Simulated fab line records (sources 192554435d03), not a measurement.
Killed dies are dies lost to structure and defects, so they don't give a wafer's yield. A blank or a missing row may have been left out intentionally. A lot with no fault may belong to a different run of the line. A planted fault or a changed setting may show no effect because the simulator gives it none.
Which tool did it? -- flow n5Finfet -- 10 lots, 28 wafers sampled, at 6 steps of a route of 1938

WHAT EACH GAUGE READ, for each wafer
N5_BEOL_M3_CD_MEAS_11 targets a cd of 17.05 nm. Usual: cdNm 16.97 nm, standard deviation 0.24.
lot,measured,on,cdNm (nm),flag
L533,day 8 08:13,cdSem-02,17.22 16.68 17.25,
L532,day 8 13:32,cdSem-03,17.00 17.08 16.67,
L538,day 9 07:43,cdSem-02,16.81 16.89 17.08,
L539,day 9 19:38,cdSem-02,16.51 16.79 16.50,
L542,day 11 02:55,cdSem-01,16.88 17.07 16.92,
L545,day 11 06:02,cdSem-02,17.07 16.81 16.54,
L546,day 11 09:47,cdSem-03,16.91 16.89,
L549,day 11 23:35,cdSem-02,17.02 16.75 17.03,
L551,day 12 09:29,cdSem-03,17.16 17.32,
L552,day 13 09:53,cdSem-01,17.00 16.81 17.34,

N5_BEOL_M3_CD_MEAS_28: target cd 25.7 nm, target cd y 23.3 nm. Usual: cdNm 25.59 nm, standard deviation 0.26.
lot,measured,on,cdNm (nm),flag
L533,day 8 09:14,cdSem-02,25.28 25.37 25.42,
L532,day 8 14:29,cdSem-03,25.98 25.40 25.68,
L538,day 9 08:56,cdSem-01,26.34 26.53 26.20,
L539,day 9 20:34,cdSem-01,26.25 26.37 25.81,
L542,day 11 03:53,cdSem-02,25.76 25.86 25.88,
L545,day 11 07:02,cdSem-03,25.40 25.66 25.64,
L546,day 11 10:40,cdSem-02,25.67 25.85,
L549,day 12 00:35,cdSem-03,25.43 25.17 25.59,
L551,day 12 10:31,cdSem-03,25.69 25.89,
L552,day 13 10:55,cdSem-01,25.75 26.08 25.93,

N5_BEOL_M3_OVL_MEAS_29. Usual: V2_OVL gives 0.0 nm (standard deviation 0.6).
lot,measured,on,V2_OVL (nm),flag
L533,day 8 09:16,overlay-02,1.3 1.1 0.8,
L532,day 8 14:31,overlay-02,-0.3 -0.4 -0.1,
L538,day 9 08:58,overlay-01,-0.5 -0.4 0.3,
L539,day 9 20:36,overlay-01,0.0 0.6 0.5,
L542,day 11 03:55,overlay-01,0.0 -0.1 -0.8,
L545,day 11 07:04,overlay-02,0.4 -0.2 -0.5,
L546,day 11 10:41,overlay-01,0.3 -0.7,
L549,day 12 00:38,overlay-02,0.5 1.0 1.2,
L551,day 12 10:34,overlay-02,0.9 -0.1,
L552,day 13 10:56,overlay-02,0.5 0.3 -0.5,

N5_BEOL_M4_RC_MEAS_101. Usual: DIBL_N 36.6 mV/V, standard deviation 2.1; DIBL_P 36.5 mV/V, standard deviation 2.7; IOFF_N 0.17 nA/um, standard deviation 0.043; IOFF_P 0.22 nA/um, standard deviation 0.045; ION_N 674 uA/um, standard deviation 17; ION_P 461 uA/um, standard deviation 9.9; SS_N 71.7 mV/dec, standard deviation 0.79; SS_P 73.4 mV/dec, standard deviation 0.79; VT_N 249 mV, standard deviation 4; VT_P -250 mV, standard deviation 3.3.
lot,measured,on,DIBL_N (mV/V),DIBL_P (mV/V),IOFF_N (nA/um),IOFF_P (nA/um),ION_N (uA/um),ION_P (uA/um),SS_N (mV/dec),SS_P (mV/dec),VT_N (mV),VT_P (mV),flag
L533,day 9 02:46,prober-01,39.7 36.1 35.1,39.8 32.2 33.3,0.19 0.13 0.12,0.27 0.15 0.17,657 644 645,452 439 449,71.8 70.9 70.6,75.0 72.2 72.6,249 254 254,-248 -255 -255,
L532,day 9 08:06,prober-02,34.9 35.6 36.0,34.8 34.2 34.3,0.16 0.17 0.17,0.26 0.25 0.25,695 653 679,487 460 465,71.3 71.6 71.9,72.6 73.1 73.2,249 250 248,-244 -245 -246,
L538,day 10 02:13,prober-02,35.5 37.8 35.6,36.0 38.4 35.0,0.15 0.19 0.15,0.23 0.27 0.21,673 682 684,467 478 473,71.9 72.0 71.7,73.6 74.2 73.3,248 249 250,-246 -246 -247,
L539,day 10 22:29,prober-01,34.5 34.3 35.6,33.8 34.0 36.4,0.13 0.12 0.15,0.18 0.19 0.24,659 660 678,460 457 473,70.8 70.2 71.4,72.9 73.5 73.6,251 255 251,-249 -249 -247,
L542,day 12 05:52,prober-02,35.7 36.4 35.5,36.7 37.6 36.8,0.15 0.16 0.14,0.22 0.24 0.22,667 666 673,466 466 465,71.7 71.9 70.7,73.9 73.5 73.5,253 252 252,-248 -247 -249,
L545,day 12 10:00,prober-02,37.2 39.3 35.4,38.4 40.1 35.7,0.15 0.21 0.14,0.22 0.26 0.18,660 677 668,455 462 460,72.0 72.3 71.1,73.3 73.8 72.7,252 245 248,-249 -247 -250,
L546,day 12 11:46,prober-02,37.5 36.2,37.3 36.1,0.21 0.18,0.22 0.20,678 699,460 469,71.7 71.6,73.9 73.4,244 246,-250 -250,
L549,day 12 20:22,prober-02,35.6 35.8 37.1,35.6 36.1 37.1,0.15 0.16 0.19,0.19 0.19 0.22,665 681 673,447 456 449,71.4 71.3 72.3,73.5 73.6 73.9,252 250 246,-254 -254 -253,
L551,day 15 04:58,prober-02,34.8 33.9,32.7 32.3,0.12 0.10,0.14 0.14,672 645,456 446,70.9 70.4,72.0 72.4,254 257,-254 -256,
L552,day 14 08:18,prober-02,38.0 37.7 35.5,35.3 35.8 33.8,0.19 0.16 0.14,0.20 0.20 0.17,693 654 680,467 445 472,72.9 71.8 71.3,73.4 73.4 73.6,246 251 251,-252 -252 -252,

TOOL THAT RAN EACH LOT (tool first, then ch and the chambers of the sampled wafers, then the start)
lot,N5_BEOL_M3_STRIP_19,N5_BEOL_M3_EXPOSE_25
L533,"rieDiel-04 ch 0,2,3, day 8 08:51","euvScanner-02 ch 0, day 8 09:05"
L532,"rieDiel-04 ch 0,1,2, day 8 14:06","euvScanner-02 ch 0, day 8 14:21"
L538,"rieDiel-05 ch 0,1,2, day 9 08:25","euvScanner-01 ch 0, day 9 08:47"
L539,"rieDiel-04 ch 1,2, day 9 20:11","euvScanner-01 ch 0, day 9 20:25"
L542,"rieDiel-02 ch 2,3, day 11 03:29","euvScanner-02 ch 0, day 11 03:44"
L545,"rieDiel-02 ch 1,2, day 11 06:32","euvScanner-02 ch 0, day 11 06:53"
L546,"rieDiel-05 ch 1,3, day 11 10:16","euvScanner-02 ch 0, day 11 10:31"
L549,"rieDiel-04 ch 0,2, day 12 00:05","euvScanner-02 ch 0, day 12 00:27"
L551,"rieDiel-05 ch 0,3, day 12 10:07","euvScanner-02 ch 0, day 12 10:23"
L552,"rieDiel-02 ch 1,2,3, day 13 10:23","euvScanner-02 ch 0, day 13 10:46"
- N5_BEOL_M3_STRIP_19: strips in O2.
- N5_BEOL_M3_EXPOSE_25: exposes mask V2, defocus 5 nm.

WHAT THE TOOLS THEMSELVES READ (means of the sampled wafers that have a number; where no wafer has one, the mark that the record gives instead)
N5_BEOL_M3_STRIP_19. Usual: drypumpMotorCurrentA 5.6 A, standard deviation 0.47; oesProductAu 0.80 a.u., standard deviation 0.1; rfVppV 3.7 V, standard deviation 0.5; showerheadPlenumPTorr 2.12 Torr, standard deviation 0.079; tempC 39.98 C, standard deviation 0.13; throttleValvePct 16.6 %, standard deviation 0.32.
lot,tool,drypumpMotorCurrentA (A),oesProductAu (a.u.),rfVppV (V),showerheadPlenumPTorr (Torr),tempC (C),throttleValvePct (%),flag
L533,rieDiel-04,5.1,0.88,3.5,2.17,40.05,16.3,
L532,rieDiel-04,5.5,0.81,4.2,2.14,39.95,16.7,
L538,rieDiel-05,5.9,0.76,3.9,2.08,40.09,16.6,
L539,rieDiel-04,5.3,0.77,3.9,2.09,40.02,16.8,
L542,rieDiel-02,5.5,0.89,3.5,2.18,39.89,16.6,
L545,rieDiel-02,5.7,0.87,3.2,2.11,39.95,16.8,
L546,rieDiel-05,5.4,0.83,3.8,2.06,39.92,16.7,
L549,rieDiel-04,5.2,0.85,4.1,2.21,40.00,16.5,
L551,rieDiel-05,5.9,0.82,3.5,2.12,39.92,16.9,
L552,rieDiel-02,5.6,0.81,3.2,2.15,39.97,16.8,

N5_BEOL_M3_EXPOSE_25. Usual: exposureDoseMJCm2 62.82, standard deviation 0.067.
lot,tool,exposureDoseMJCm2,flag
L533,euvScanner-02,62.82,
L532,euvScanner-02,62.80,
L538,euvScanner-01,66.02,OFF
L539,euvScanner-01,65.34,OFF
L542,euvScanner-02,62.80,
L545,euvScanner-02,62.82,
L546,euvScanner-02,62.73,
L549,euvScanner-02,62.84,
L551,euvScanner-02,62.76,
L552,euvScanner-02,62.84,

THE ANSWER, worked out from the rows above alone
Rule: a lot counts as off when the mean over its wafers that have a number is more than 3 standard deviations away from the usual mean. A lot without any number at a reading at which 4 lots or more have one is off too. All remaining lots with rows at the step are treated as sound. After the gauges, taken in route order, come the tools' own readings; for these a lot's mean is taken, as printed above. The first step at which some lot is off is used, and at that step the reading that is off furthest; a lot without a number counts as furthest.
Off: L538, L539 (N5_BEOL_M3_EXPOSE_25, exposureDoseMJCm2).
A tool fits if, at that step or a process step before it, it ran every lot that is off, and no sound lot after the first of them. One fits: euvScanner-01 at N5_BEOL_M3_EXPOSE_25. It ran no sound lot before its first lot that is off in this sample, so the start can't be narrowed down.
On the lots that are off, the tool's own readings at N5_BEOL_M3_EXPOSE_25 differ by more than 5 times the standard deviation of the sound lots' means, which bears it out; exposureDoseMJCm2 reads 65.68 there versus 62.80 on the sound lots.

WHAT THE SIMULATOR HAD PUT IN
Process parameter drift: euvScanner-01, from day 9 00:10 on, at N5_BEOL_M3_EXPOSE_25. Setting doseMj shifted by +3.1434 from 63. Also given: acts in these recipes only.
Shown lots that were struck: L538, L539. The rule above reached the same finding.
